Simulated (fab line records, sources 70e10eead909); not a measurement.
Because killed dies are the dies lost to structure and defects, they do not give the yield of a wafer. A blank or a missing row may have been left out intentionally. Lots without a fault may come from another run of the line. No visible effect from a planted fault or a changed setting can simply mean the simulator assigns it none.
What tool caused it? :: flow nand-harc :: 14 lots, 42 wafers sampled, at 5 steps of a route of 1302

WHAT THE GAUGES READ, wafer by wafer
NHARC_P_STI_CD_MEAS_09: the cd target is 200 nm.
lot: L910
measured: day 3 02:14
on: cd-sem-01
cd-nm (nm): 196.7 200.1 202.0

lot: L911
measured: day 3 12:47
on: cd-sem-03
cd-nm (nm): 197.1 198.1 199.5

lot: L914
measured: day 4 11:22
on: cd-sem-01
cd-nm (nm): 199.2 199.0 195.7

lot: L916
measured: day 5 07:34
on: cd-sem-03
cd-nm (nm): 198.2 199.5 197.7

lot: L917
measured: day 5 17:24
on: cd-sem-01
cd-nm (nm): 202.3 199.8 202.7

lot: L920
measured: day 7 02:26
on: cd-sem-02
cd-nm (nm): 201.8 199.0 200.0

lot: L921
measured: day 7 11:30
on: cd-sem-01
cd-nm (nm): 201.4 201.5 201.3

lot: L922
measured: day 7 23:08
on: cd-sem-02
cd-nm (nm): 195.6 196.9 197.1

lot: L923
measured: day 8 06:53
on: cd-sem-01
cd-nm (nm): 197.2 198.9 196.8

lot: L924
measured: day 8 14:49
on: cd-sem-03
cd-nm (nm): 198.8 197.9 202.5

lot: L925
measured: day 9 01:33
on: cd-sem-03
cd-nm (nm): 202.7 200.4 199.5

lot: L926
measured: day 9 09:54
on: cd-sem-01
cd-nm (nm): 199.6 197.8 197.8

lot: L931
measured: day 11 14:10
on: cd-sem-02
cd-nm (nm): 197.7 202.1 198.7

lot: L933
measured: day 12 09:07
on: cd-sem-02
cd-nm (nm): 199.0 202.4 201.2

NHARC_P_STI_OCD_MEAS_17.
lot: L910
measured: day 3 03:04
on: ocd-01
trench-depth-nm (nm): 297 299 302
trench-foot-cd-nm (nm): 155.7 158.5 160.0

lot: L911
measured: day 3 13:34
on: ocd-01
trench-depth-nm (nm): 295 294 299
trench-foot-cd-nm (nm): 155.0 156.2 157.3

lot: L914
measured: day 4 12:11
on: ocd-01
trench-depth-nm (nm): 297 295 295
trench-foot-cd-nm (nm): 157.7 157.6 154.2

lot: L916
measured: day 5 08:20
on: ocd-02
trench-depth-nm (nm): 303 307 297
trench-foot-cd-nm (nm): 156.2 156.9 155.8

lot: L917
measured: day 5 18:11
on: ocd-01
trench-depth-nm (nm): 302 300 304
trench-foot-cd-nm (nm): 160.2 158.4 159.8

lot: L920
measured: day 7 03:13
on: ocd-01
trench-depth-nm (nm): 301 309 302
trench-foot-cd-nm (nm): 159.9 155.8 158.0

lot: L921
measured: day 7 12:17
on: ocd-01
trench-depth-nm (nm): 296 307 297
trench-foot-cd-nm (nm): 160.0 158.6 160.1

lot: L922
measured: day 7 23:55
on: ocd-01
trench-depth-nm (nm): 302 296 298
trench-foot-cd-nm (nm): 153.7 155.3 155.2

lot: L923
measured: day 8 07:41
on: ocd-02
trench-depth-nm (nm): 301 304 305
trench-foot-cd-nm (nm): 155.4 157.0 153.8

lot: L924
measured: day 8 15:36
on: ocd-02
trench-depth-nm (nm): 307 305 302
trench-foot-cd-nm (nm): 156.4 155.0 159.8

lot: L925
measured: day 9 02:20
on: ocd-01
trench-depth-nm (nm): 296 291 296
trench-foot-cd-nm (nm): 160.5 159.5 157.6

lot: L926
measured: day 9 10:41
on: ocd-02
trench-depth-nm (nm): 305 303 296
trench-foot-cd-nm (nm): 157.3 155.0 156.7

lot: L931
measured: day 11 14:57
on: ocd-02
trench-depth-nm (nm): 303 301 298
trench-foot-cd-nm (nm): 155.8 159.8 156.8

lot: L933
measured: day 12 09:53
on: ocd-02
trench-depth-nm (nm): 306 304 300
trench-foot-cd-nm (nm): 156.2 160.5 158.9

NHARC_P_STI_OCD_MEAS_43.
lot: L910
measured: day 3 03:35
on: ocd-02
trench-depth-nm (nm): 297 299 301
trench-foot-cd-nm (nm): 155.9 158.7 160.0

lot: L911
measured: day 3 14:05
on: ocd-01
trench-depth-nm (nm): 296 294 300
trench-foot-cd-nm (nm): 155.1 156.6 157.5

lot: L914
measured: day 4 12:41
on: ocd-02
trench-depth-nm (nm): 297 295 295
trench-foot-cd-nm (nm): 157.6 157.8 154.8

lot: L916
measured: day 5 08:51
on: ocd-01
trench-depth-nm (nm): 303 307 297
trench-foot-cd-nm (nm): 155.8 156.9 155.9

lot: L917
measured: day 5 18:41
on: ocd-02
trench-depth-nm (nm): 302 300 304
trench-foot-cd-nm (nm): 160.2 158.0 160.5

lot: L920
measured: day 7 03:44
on: ocd-02
trench-depth-nm (nm): 302 309 301
trench-foot-cd-nm (nm): 159.5 155.2 157.8

lot: L921
measured: day 7 12:48
on: ocd-02
trench-depth-nm (nm): 296 307 298
trench-foot-cd-nm (nm): 160.0 158.5 160.4

lot: L922
measured: day 8 00:25
on: ocd-02
trench-depth-nm (nm): 302 296 298
trench-foot-cd-nm (nm): 153.2 155.6 155.3

lot: L923
measured: day 8 08:11
on: ocd-01
trench-depth-nm (nm): 301 304 305
trench-foot-cd-nm (nm): 155.3 156.4 154.0

lot: L924
measured: day 8 16:06
on: ocd-02
trench-depth-nm (nm): 307 306 302
trench-foot-cd-nm (nm): 155.8 155.1 160.3

lot: L925
measured: day 9 02:50
on: ocd-02
trench-depth-nm (nm): 296 291 296
trench-foot-cd-nm (nm): 160.5 159.7 157.5

lot: L926
measured: day 9 11:11
on: ocd-01
trench-depth-nm (nm): 305 303 296
trench-foot-cd-nm (nm): 156.4 155.2 156.3

lot: L931
measured: day 11 15:27
on: ocd-01
trench-depth-nm (nm): 303 300 297
trench-foot-cd-nm (nm): 156.3 159.9 156.1

lot: L933
measured: day 12 10:24
on: ocd-01
trench-depth-nm (nm): 306 303 300
trench-foot-cd-nm (nm): 156.4 159.5 159.2

NHARC_END_SORT_01.
lot: L922
measured: day 29 01:52
on: prober-01
killed-at-array: 40 30 19
killed-at-other: 0 1 0
killed-at-periphery: 4 4 4
killed-dies: 44 35 23
killed-open: 3 4 2
killed-short: 8 2 5

WHAT TOOL EACH LOT RAN ON (gives the tool, then ch and the chambers of the sampled wafers, and finally the start)
lot: L910
NHARC_P_GATE_EXPOSE_08: krf-scanner-02 ch 0, day 4 13:51

lot: L911
NHARC_P_GATE_EXPOSE_08: krf-scanner-02 ch 0, day 5 03:04

lot: L914
NHARC_P_GATE_EXPOSE_08: krf-scanner-03 ch 0, day 5 21:47

lot: L916
NHARC_P_GATE_EXPOSE_08: krf-scanner-03 ch 0, day 6 21:19

lot: L917
NHARC_P_GATE_EXPOSE_08: krf-scanner-02 ch 0, day 7 14:05

lot: L920
NHARC_P_GATE_EXPOSE_08: krf-scanner-03 ch 0, day 8 12:23

lot: L921
NHARC_P_GATE_EXPOSE_08: krf-scanner-02 ch 0, day 8 22:42

lot: L922
NHARC_P_GATE_EXPOSE_08: krf-scanner-02 ch 0, day 9 14:57

lot: L923
NHARC_P_GATE_EXPOSE_08: krf-scanner-03 ch 0, day 9 15:07

lot: L924
NHARC_P_GATE_EXPOSE_08: krf-scanner-02 ch 0, day 10 10:10

lot: L925
NHARC_P_GATE_EXPOSE_08: krf-scanner-02 ch 0, day 10 10:07

lot: L926
NHARC_P_GATE_EXPOSE_08: krf-scanner-02 ch 0, day 10 23:02

lot: L931
NHARC_P_GATE_EXPOSE_08: krf-scanner-02 ch 0, day 13 03:25

lot: L933
NHARC_P_GATE_EXPOSE_08: krf-scanner-01 ch 0, day 13 22:12
- NHARC_P_GATE_EXPOSE_08: exposes mask P HV.

AS READ BY THE TOOLS THEMSELVES (means over the sampled wafers that have a number; for cases with no such wafer, the mark the record gives instead)
NHARC_P_GATE_EXPOSE_08.
lot: L910
tool: krf-scanner-02
exposure-dose-mJ-cm2: 16.721

lot: L911
tool: krf-scanner-02
exposure-dose-mJ-cm2: 16.764

lot: L914
tool: krf-scanner-03
exposure-dose-mJ-cm2: 16.742

lot: L916
tool: krf-scanner-03
exposure-dose-mJ-cm2: 16.740

lot: L917
tool: krf-scanner-02
exposure-dose-mJ-cm2: 16.768

lot: L920
tool: krf-scanner-03
exposure-dose-mJ-cm2: 16.740

lot: L921
tool: krf-scanner-02
exposure-dose-mJ-cm2: 16.738

lot: L922
tool: krf-scanner-02
exposure-dose-mJ-cm2: 16.773

lot: L923
tool: krf-scanner-03
exposure-dose-mJ-cm2: 16.743

lot: L924
tool: krf-scanner-02
exposure-dose-mJ-cm2: 21.823

lot: L925
tool: krf-scanner-02
exposure-dose-mJ-cm2: 21.841

lot: L926
tool: krf-scanner-02
exposure-dose-mJ-cm2: 21.818

lot: L931
tool: krf-scanner-02
exposure-dose-mJ-cm2: 21.836

lot: L933
tool: krf-scanner-01
exposure-dose-mJ-cm2: 16.729

THE ANSWER, worked out from the rows above alone
Rule: usual is defined by the lots themselves. The widest of any qualifying gaps counts: lots, ordered by their means at a reading, are off when they make up no more than a third of the lots, leave a main group of 4 or more, and stand apart from it by 3 or more times the standard deviation of that group's means. If all means in a main group match to the digits the tables above print for the reading, that group is not used. A lot without any number at a reading at which 4 lots or more have one is off too. Any other lot the step has rows for is counted as sound. After the gauges, taken in route order, come the tools' own readings; for these a lot's mean is taken, as printed above. At the first step where some lot is off, the reading lying furthest off is the one used; lots without a number count as furthest.
Off, at NHARC_P_GATE_EXPOSE_08 on exposure-dose-mJ-cm2: L924, L925, L926, L931. Mean 16.746 and standard deviation 0.016 in the main group.
If a tool, at that step or one of the process steps before it, ran each lot that is off and ran no sound lot following the first of them, it fits. One candidate fits, namely krf-scanner-02 at NHARC_P_GATE_EXPOSE_08. Its last sound lot is L922 (day 9 14:57), its first lot that is off L925 (day 10 10:07): a fault that began between those two fits.
On the lots that are off, the tool's own readings at NHARC_P_GATE_EXPOSE_08 differ by more than 5 times the standard deviation of the sound lots' means, which bears it out; exposure-dose-mJ-cm2 reads 21.829 there versus 16.746 on the sound lots.

WHAT THE SIMULATOR HAD INSERTED
Process parameter drift: krf-scanner-02, from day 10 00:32 on, at NHARC_P_GATE_EXPOSE_08. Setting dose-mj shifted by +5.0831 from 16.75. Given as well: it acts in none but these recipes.
Shown lots that were struck: L924, L925, L926, L931. Same finding as the rule above.
